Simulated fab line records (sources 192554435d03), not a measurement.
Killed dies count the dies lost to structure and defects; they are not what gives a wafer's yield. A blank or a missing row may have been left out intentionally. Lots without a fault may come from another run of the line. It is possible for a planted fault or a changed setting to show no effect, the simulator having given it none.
Problem report, 8D (eight disciplines) form, completed by code / flow n5 finfet / the parts of the form that need people (team, actions taken, sign-off) are left out

1. WHAT WENT WRONG
At N5_BEOL_M0_SAQP_THK_MEAS_05, thk nm averages 42.9 nm over 3 wafers from 3 lots, while fault-free wafers read 60.1 nm, standard deviation 0.75. Measured from the usual mean, that is -23 standard deviations.
Earliest sighting: wafer L124.2 on film metro-02 at day 8 20:43. Wafers with a number at this step in the record: 24, from 9 lots. The rule behind "out" and "out of limits": a value lying over 4 standard deviations away from the usual mean. The rest of the wafers with a number are treated as sound.

2. WHAT IT IS, AND WHAT IT ISN'T
question=which readings at this step | is=thk nm | is not=-
question=which lots | is=L124, L126, L127 | is not=L111, L112, L116, L128, L130, L134
question=which wafers of those lots | is=L124.2, L126.2, L127.2 | is not=L124.3, L126.3, L127.6
question=read on which gauges | is=film metro-01, film metro-02 | is not=-
question=when | is=from day 8 20:43 | is not=up to then (10 sound wafers); but 11 sound wafers of L126, L127, L128, L130, L134 came after

3. THE SUSPECTS, EACH WITH WHAT RULES IT OUT
Counting: a tool at a process step up to the reading stays a suspect if it ran every lot that is out. Sound lots after the first of them don't rule it out here, since some wafers of a struck lot are sound.
- the gauge at N5_BEOL_M0_SAQP_THK_MEAS_05 has been ruled out. The wafers that are out were read on 2 gauges (film metro-01, film metro-02).
- pecvd-02 at N5_BEOL_M0_SAQP_PECVD_04 (deposits a-Si from SiH4/He, target thk 60 nm, time 60.2 s): kept. It processed each lot that is out (first: L124, day 8 20:35); up to then, its last sound lot is L116 (day 6 18:56).
Left after counting: pecvd-02 at N5_BEOL_M0_SAQP_PECVD_04.

4. THE CAUSE (what the simulator had put in)
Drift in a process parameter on pecvd-02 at N5_BEOL_M0_SAQP_PECVD_04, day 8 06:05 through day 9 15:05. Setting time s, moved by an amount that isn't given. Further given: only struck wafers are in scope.
Counting left only this tool.

5. SEQUENCE OF EFFECTS, ordered by route
One row per reading whose mean, taken over the struck wafers that have a number, lies over 3 standard deviations from the usual. Only readings whose record carries a usual standard deviation are examined. hours: median over the lots of the time between each lot's start at the first step of this table that gives one and its start at this step. sigmas: the change, counted in usual standard deviations.
hours=0; step=N5_BEOL_M0_SAQP_THK_MEAS_05; reading=thk nm; usual=60.1 nm; on struck wafers=42.9; change=-17.2; sigmas=-23
hours=1; step=N5_BEOL_M0_SAQP_MANDREL_ETCH_20; reading=oes product au; usual=0.774 a.u.; on struck wafers=0.647; change=-0.127; sigmas=-13
It contains these process steps:
- N5_BEOL_M0_SAQP_MANDREL_ETCH_20: etches a-Si in HBr/Cl2, stops on SiNx, target depth 60 nm, bt time 10 s, time 30 s.
Later measuring or inspecting steps at which every struck wafer that the step has a row for has a number for every such reading, and none has moved that far: N5_BEOL_M4_RC_MEAS_101.

6. WHAT WOULD HAVE CAUGHT IT SOONER
The first out-of-limits reading at a measuring or inspecting step in this record came at day 8 20:43, 15 hours after the fault's start at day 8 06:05.
Tool readings at N5_BEOL_M0_SAQP_PECVD_04 with a usual standard deviation given in the record: none out on any struck wafer, hence no alarm at a limit of 4 standard deviations on them.
Of the lots that are out (3), L126, L127 began N5_BEOL_M0_SAQP_PECVD_04 on pecvd-02 after day 8 20:43. A hold on the tool at that time would have spared those 2.
